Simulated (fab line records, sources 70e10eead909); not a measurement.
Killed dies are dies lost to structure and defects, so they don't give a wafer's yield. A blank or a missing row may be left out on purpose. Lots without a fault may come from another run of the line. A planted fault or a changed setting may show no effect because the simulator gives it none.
fab line records | flow nand_harc
record lots=5 wafers=15 last_day=31
route steps=1302 shown THIN_TSV@1256 END@1302
lots that met no fault: from a run of the same line without faults
start_h: hours from the record's first day to the start of the lot's first wafer shown | wait_h: hours since the lot's step before | " the same as in the row above | L1.1+2: a row that stands for several wafers | - no value, or no start given | * or withheld: withheld | < > ~ a bound
route shown NAME@n: a module of which the file shows steps, and the number in the route of the first | usual: mean/standard deviation of fault-free wafers | same: alike in all rows | chamber/n: place in a boat | sites: the reading at each site | _std_site: their standard deviation | _edge_site: outer sites' mean less inner sites' | radius_mm: how far each site lies from the wafer's centre | mask NAME#n: copy n | behind: the tool/chamber that last shaped the wafer | hold: why the lot was held/for how many hours/how that ended | device: the transistor (n, p or np) that didn't switch | end of line: the same wafers' tests at the end of the route | a step without rows: its recipe alone | killed: dies lost to structure and defects at the first sort, not the wafer's yield | map: a wafer's dies, x killed, . not, _ none there
set.NAME: the setting as run; set.NAME@STEP: as run at that earlier step | model.NAME: the simulator's own value behind a step, which no gauge read
lots at some steps of the route; a table a step, a row a wafer
services: from which hour (start_h, from the record's first day; less than 0 if before it) a tool's chamber was out of use, for how many hours, and why
## steps
# step NHARC_THIN_TSV_EXPOSE_09
# recipe na=0.55 dose_mj=30.7 mask_id=TSV
# step NHARC_THIN_TSV_PEB_10
# recipe peb_temp_c=118 peb_time_s=85
# step NHARC_THIN_TSV_DEVELOP_11
# recipe time_s=70
# step NHARC_THIN_TSV_CD_MEAS_12
# recipe target_cd_nm=1000 landing_energy_ev=500
# usual cd_nm=1000.6/1.7
# same landing_energy_ev=500
# columns lot.wafer tool chamber start_h wait_h cd_nm
L895.2 cd_sem-02 0 581.35 - 1000.9
L895.4 " 0 " " 1001.8
L895.6 " 0 " " 1001.6
L896.4 cd_sem-03 0 615.46 - 1003.6
L896.5 " 0 " " 1003.1
L896.6 " 0 " " 1003.8
L900.3 cd_sem-03 0 639.09 - 1004.9
L900.5 " 0 " " 1003.0
L900.6 " 0 " " 1001.3
L906.1 cd_sem-01 0 709.76 - 1002.1
L906.3 " 0 " " 1000.5
L906.4 " 0 " " 1004.0
L908.2 cd_sem-02 0 735.05 - 999.1
L908.3 " 0 " " 999.4
L908.5 " 0 " " 1001.4
# step NHARC_THIN_TSV_HARDBAKE_13
# recipe temp_c=125 time_s=80
# step NHARC_THIN_TSV_DESCUM_14
# recipe time_s=3 o2_flow_sccm=200 ar_flow_sccm=0 bias_power_w=0 chemistry=O2
# usual chamber_pressure_mTorr=59.99/0.052 drypump_motor_current_A=5.8/0.46 oes_product_au=0.998/0.0071 rf_vpp_V=57.6/0.89 showerhead_plenum_p_Torr=1.89/0.073 throttle_valve_pct=11.312/0.0094
# columns lot.wafer tool chamber start_h wait_h chamber_pressure_mTorr drypump_motor_current_A oes_product_au rf_hours_counter_h rf_vpp_V showerhead_plenum_p_Torr throttle_valve_pct
L895.4 rie_diel-01 2 581.52 - 59.91 6.3 0.995 1 57.6 2.00 11.309
L895.2 " 0 " " 60.01 5.8 0.994 0 56.9 1.92 11.320
L895.6 " 2 " " 59.97 6.3 0.993 - 58.4 2.00 11.299
L896.4 rie_diel-13 0 615.64 - 60.01 5.1 1.009 4 57.2 1.82 11.321
L896.6 " 1 " " 60.04 5.2 1.005 - 58.5 1.84 11.337
L896.5 " 2 " " 59.88 5.0 1.004 - 59.2 1.92 11.315
L900.3 rie_diel-13 1 639.26 - 59.89 5.2 0.997 4 57.7 1.84 11.307
L900.5 " 3 " " 59.97 6.4 0.996 - 59.2 1.79 11.310
L900.6 " 0 " " 60.03 5.1 1.006 - 56.9 1.82 11.303
L906.3 rie_diel-05 0 709.92 - 60.02 5.7 1.002 3 58.0 2.02 11.324
L906.1 " 1 " " 60.05 6.2 0.997 4 57.4 1.81 11.308
L906.4 " 3 " " 60.03 5.2 0.986 3 57.6 1.89 11.316
L908.3 rie_diel-13 0 735.23 - 59.98 5.0 0.999 2 57.0 1.82 11.306
L908.2 " 1 " " 59.95 5.2 1.005 2 56.4 1.83 11.302
L908.5 " 2 " " 59.95 5.0 1.006 - 58.2 1.92 11.300
# step NHARC_THIN_TSV_ETCH_44
# recipe target_depth_a=15942 time_s=797.1 cf4_flow_sccm=150 o2_flow_sccm=10 ar_flow_sccm=0 rf_w=300 bias_w=800 chemistry=CF4/O2
# usual cf4_flow_sccm=150.1/0.47 chamber_pressure_mTorr=29.998/0.028 drypump_motor_current_A=5.8/0.46 oes_product_au=0.999/0.0076 rf_vpp_V=793/4.1 showerhead_plenum_p_Torr=1.81/0.065 throttle_valve_pct=16.913/0.0092
# columns lot.wafer tool chamber start_h wait_h cf4_flow_sccm chamber_pressure_mTorr drypump_motor_current_A oes_product_au rf_hours_counter_h rf_vpp_V showerhead_plenum_p_Torr throttle_valve_pct
L895.4 rie_diel-01 0 581.59 0.1 150.1 29.928 5.7 0.996 1 795 1.84 16.913
L895.2 " 3 " " 150.2 29.996 6.2 0.989 1 794 1.82 16.915
L895.6 " 1 " " 148.9 30.006 5.8 0.998 - 790 1.76 16.900
L896.4 rie_diel-13 1 615.82 0.2 150.0 30.017 5.2 1.009 4 791 1.76 16.926
L896.5 " 3 " " 150.1 30.015 6.4 1.013 - 787 1.72 16.906
L896.6 " 0 " " 150.0 30.010 5.1 1.012 - 790 1.75 16.902
L900.3 rie_diel-13 1 639.50 0.2 150.0 29.980 5.2 1.000 5 791 1.76 16.910
L900.6 " 2 " " 149.4 30.025 5.0 1.003 - 794 1.84 16.906
L900.5 " 3 " " 149.3 29.972 6.3 0.989 - 788 1.72 16.905
L906.4 rie_diel-05 2 710.00 0.1 149.5 29.968 6.2 1.006 4 790 1.77 16.923
L906.3 " 3 " " 150.4 29.962 5.2 1.010 4 794 1.81 16.926
L906.1 " 0 " " 150.0 30.022 5.7 1.000 3 802 1.93 16.892
L908.2 rie_diel-13 1 735.35 0.1 150.5 30.008 5.2 1.011 3 791 1.76 16.933
L908.3 " 2 " " 149.6 30.004 5.0 1.000 3 795 1.83 16.913
L908.5 " 1 " " 149.8 30.006 5.2 0.998 - 790 1.76 16.914
# step NHARC_THIN_TSV_ETCH_15
# recipe target_depth_a=30000 bosch_target_overetch_cycles=2 bosch_etch_step_s=2.8 bosch_dep_step_s=1.2 bosch_cycles=14
# usual drypump_motor_current_A=5.9/0.33
# columns lot.wafer tool chamber start_h wait_h drypump_motor_current_A rf_hours_counter_h
L895.2 rie_si-01 0 582.17 - 5.5 0.2
L895.4 " 3 " " 5.6 0.2
L895.6 " 1 " " 6.0 -
L896.4 rie_si-02 1 616.35 - 6.2 -
L896.5 " 2 " " 5.9 -
L896.6 " 1 " " 6.1 -
L900.3 rie_si-01 1 639.94 - 6.0 0.6
L900.5 " 2 " " 6.2 -
L900.6 " 3 " " 5.6 -
L906.4 rie_si-02 2 710.58 - 5.9 0.4
L906.3 " 3 " " 5.5 0.4
L906.1 " 0 " " 6.1 0.3
L908.3 rie_si-03 1 735.87 - 5.7 1.1
L908.2 " 2 " " 6.5 0.9
L908.5 " 1 " " 5.7 -
# step NHARC_THIN_TSV_CD_MEAS_16
# usual cd_nm=1000.7/1.7
# columns lot.wafer tool chamber start_h wait_h cd_nm
L895.2 cd_sem-01 - 582.32 0.1 1000.9
L895.4 " - " " 1001.9
L895.6 " - " " 1001.1
L896.4 cd_sem-02 - 616.50 0.1 1002.7
L896.5 " - " " 1002.9
L896.6 " - " " 1003.5
L900.3 cd_sem-01 - 640.05 0.1 1005.0
L900.5 " - " " 1002.9
L900.6 " - " " 1001.3
L906.1 cd_sem-02 - 710.72 0.1 1001.7
L906.3 " - " " 1000.6
L906.4 " - " " 1003.8
L908.2 cd_sem-01 - 736.01 0.1 998.8
L908.3 " - " " 998.4
L908.5 " - " " 1000.5
# step NHARC_THIN_TSV_STRIP_45
# recipe power_w=1500 temp_c=250 chemistry=O2
# usual drypump_motor_current_A=5.8/0.52 heater_power_w=334/38
# columns lot.wafer tool chamber start_h wait_h drypump_motor_current_A heater_power_w rf_hours_counter_h
L895.2 plasma_asher-02 0 582.44 0.1 5.2 355 29
L895.4 " 1 " " 6.6 348 -
L895.6 " 1 " " 6.6 341 -
L896.4 plasma_asher-01 0 616.66 0.2 5.7 328 -
L896.6 " 0 " " 5.7 328 -
L896.5 " 1 " " 5.7 262 -
L900.3 plasma_asher-01 0 640.26 0.2 5.7 327 -
L900.5 " 1 " " 5.7 270 -
L900.6 " 0 " " 5.7 330 -
L906.1 plasma_asher-01 0 710.84 0.1 5.7 346 1
L906.4 " 1 " " 5.7 277 -
L906.3 " 0 " " 5.7 340 -
L908.2 plasma_asher-02 1 736.13 0.1 6.6 387 28
L908.3 " 0 " " 5.2 354 -
L908.5 " 1 " " 6.6 375 -
# step NHARC_THIN_TSV_STRIP_46
# recipe time_s=1200 temp_c=72.5 chemistry=post_etch_residue_remover
# step NHARC_THIN_TSV_DEP_47
# recipe target_thk_a=2000 temp_c=withheld pressure_torr=6.5 rf_w=900 teos_flow_sccm=161.4 flow_sccm=2650 target_thk_nm=200 gas=O2 material=SiO2
# step NHARC_THIN_TSV_ETCHBACK_48
# recipe target_depth_a=10285 over_etch_frac=0.3 time_s=405.17 ion_energy_ev=250 c4f8_flow_sccm=withheld ar_flow_sccm=withheld rf_w=600 bias_w=300 chemistry=C4F8/Ar
# usual chamber_pressure_mTorr=25.003/0.023 oes_product_au=0.95/0.033 over_etch_frac=0.3/0 rf_vpp_V=545.8/2.8
# columns lot.wafer tool chamber start_h wait_h chamber_pressure_mTorr oes_product_au over_etch_frac rf_hours_counter_h rf_vpp_V
L895.4 rie_diel-01 0 583.59 - 24.998 0.98 0.3 1 548.1
L895.2 " 3 " " 24.989 0.98 0.3 1 546.4
L895.6 " 1 " " 24.994 0.96 0.3 - 544.1
L896.4 rie_diel-01 1 617.77 - 25.003 0.93 0.3 5 544.3
L896.5 " 1 " " 25.011 0.92 0.3 - 543.2
L896.6 " 2 " " 24.991 0.93 0.3 - 549.8
L900.3 rie_diel-01 2 641.33 - 25.026 0.92 0.22557 6 549.5
L900.6 " 2 " " 24.969 0.93 0.22557 - 549.0
L900.5 " 3 " " 24.981 0.93 0.22557 - 545.8
L906.1 rie_diel-13 1 711.99 - 24.987 1.01 0.3 0 541.8
L906.4 " 3 " " 25.010 1.00 0.3 0 542.2
L906.3 " 0 " " 25.033 1.00 0.3 0 542.9
L908.3 rie_diel-05 2 737.28 - 25.001 0.92 0.3 6 543.5
L908.2 " 1 " " 25.024 0.92 0.3 5 543.1
L908.5 " 3 " " 24.986 0.92 0.3 - 547.4
# step NHARC_THIN_TSV_STRIP_62
# recipe power_w=1500 temp_c=250 time_s=20 chemistry=N2/H2
# usual drypump_motor_current_A=5.8/0.51 heater_power_w=331/39
# columns lot.wafer tool chamber start_h wait_h drypump_motor_current_A heater_power_w rf_hours_counter_h
L895.2 plasma_asher-01 1 583.95 - 5.8 264 10
L895.4 " 0 " " 5.7 329 -
L895.6 " 1 " " 5.7 269 -
L896.4 plasma_asher-02 1 618.19 - 6.6 374 -
L896.6 " 0 " " 5.2 349 -
L896.5 " 1 " " 6.6 383 -
L900.3 plasma_asher-01 0 641.75 - 5.7 324 -
L900.5 " 1 " " 5.7 271 -
L900.6 " 0 " " 5.7 322 -
L906.1 plasma_asher-01 0 712.35 - 5.7 336 1
L906.4 " 0 " " 5.7 327 -
L906.3 " 1 " " 5.7 274 -
L908.2 plasma_asher-02 1 737.64 - 6.7 369 28
L908.3 " 0 " " 5.2 351 -
L908.5 " 0 " " 5.2 356 -
# step NHARC_END_SORT_01
# recipe temp_c=25
# usual defect_limited_yield=90.8/2.2 killed_at_array=58/15 killed_at_other=0.8/1.2 killed_at_periphery=3.5/2.5 killed_dies=62/15 killed_open=3.2/1.7 killed_short=2.4/1.5
# same gross_dies=677
# columns lot.wafer tool chamber start_h wait_h defect_limited_yield[%] killed_at_array killed_at_other killed_at_periphery killed_dies killed_open killed_short
L900.3 prober-01 0 656.64 3.1 94.8 28 0 7 35 2 1
L900.5 prober-01 0 658.24 3.7 94.1 35 0 5 40 3 1
L900.6 prober-01 0 659.04 4.0 93.2 37 1 8 46 5 3
L906.1 prober-02 0 723.47 2.5 86.7 89 0 1 90 2 3
L906.3 prober-02 0 725.09 3.1 89.4 67 2 3 72 4 3
L906.4 prober-02 0 725.90 3.4 88.8 72 0 4 76 0 4
# killed by level:class
L900.3 A_CHANNEL_HOLE_D2:chamber_film_flake=15 A_CHANNEL_HOLE_D1:chamber_film_flake=4 P_GATE:chamber_film_flake=3 P_STI:chamber_film_flake=2 A_SLIT:chamber_film_flake=2 A_CONTACT:chamber_film_flake=2 P_M0:geometric_particle:open=1 A_CHANNEL_FILL_D1:geometric_particle:open=1
L900.5 A_CHANNEL_HOLE_D2:chamber_film_flake=20 A_CHANNEL_HOLE_D1:chamber_film_flake=7 P_M0:geometric_particle:open=2 A_CHANNEL_FILL_D1:geometric_particle:short=1 A_BLC:geometric_particle:open=1 A_DECK1_JOINT:chamber_film_flake=1 P_STI:chamber_film_flake=1 P_GATE:chamber_film_flake=1
L900.6 A_CHANNEL_HOLE_D2:chamber_film_flake=19 A_CHANNEL_HOLE_D1:chamber_film_flake=9 P_GATE:chamber_film_flake=3 P_M0:geometric_particle:open=2 P_M0:geometric_particle:short=2 A_CONTACT:chamber_film_flake=2 P_CONTACT:geometric_particle:open=1 A_DECK1_JOINT:geometric_particle:open=1
L906.1 A_SLIT:chamber_film_flake=41 A_CHANNEL_HOLE_D1:chamber_film_flake=34 A_SGD_CUT:chamber_film_flake=3 A_CHANNEL_FILL_D2:chamber_film_flake=2 A_WL_FILL:chamber_film_flake=2 A_BONDPAD:chamber_film_flake=2 A_CHANNEL_HOLE_D1:geometric_particle:short=1 A_CHANNEL_FILL_D1:geometric_particle:open=1
L906.3 A_CHANNEL_HOLE_D1:chamber_film_flake=29 A_SLIT:chamber_film_flake=23 A_STAIRCASE:chamber_film_flake=3 A_ONON_D1:geometric_particle:open=2 A_CHANNEL_FILL_D2:chamber_film_flake=2 A_BONDPAD:chamber_film_flake=2 THIN_TSV:chamber_film_flake=2 P_M1:geometric_particle:short=1
L906.4 A_SLIT:chamber_film_flake=36 A_CHANNEL_HOLE_D1:chamber_film_flake=30 P_CONTACT:geometric_particle:short=1 P_M0:geometric_particle:short=1 A_DECK1_JOINT:geometric_particle:short=1 A_CHANNEL_FILL_D2:geometric_particle:short=1 P_STI:chamber_film_flake=1 P_GATE:chamber_film_flake=1
## services
# columns tool chamber start_h hours kind
rie_diel-01 - 557.82 9.0 pm
rie_diel-01 0 568.45 6.7 repair
rie_si-03 - 575.00 9.0 pm
rie_diel-13 2 577.55 21.9 repair
rie_diel-05 - 583.60 9.0 pm
rie_si-01 - 591.02 0.3 repair
plasma_asher-02 - 603.00 9.0 pm
rie_si-02 3 610.10 14.8 repair
rie_si-02 0 613.19 7.7 repair
rie_si-02 2 616.61 6.9 repair
rie_diel-01 0 618.00 2.5 repair
rie_si-01 3 630.17 7.8 repair
rie_si-02 - 631.00 9.0 pm
rie_si-03 - 633.55 0.1 repair
rie_si-02 0 647.82 3.5 repair
plasma_asher-01 - 666.84 3.5 repair
plasma_asher-02 - 670.12 11.2 repair
plasma_asher-01 - 696.00 9.0 pm
rie_diel-13 - 696.00 9.0 pm
rie_diel-01 - 711.71 1.4 repair
rie_si-01 - 724.00 9.0 pm
rie_si-01 2 734.29 8.3 repair
rie_diel-01 - 734.91 9.0 pm
rie_diel-05 0 735.03 2.0 repair
## key
first_sign step=NHARC_THIN_TSV_ETCHBACK_48 reading=over_etch_frac direction=down sigmas=99+ usual=0.3 struck=0.22557
effect none on later readings
met_at NHARC_THIN_TSV_ETCHBACK_48
struck_wafers L900.3,L900.5,L900.6
onset_between 617.77 641.33
fault kind=process_parameter_drift tool=rie_diel-01 chamber=- onset_h=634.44 steps=NHARC_THIN_TSV_ETCHBACK_48 channel=over_etch_frac offset=-0.074426 shape=step end_h=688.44 acts_in=these_recipes_only stated=0.3
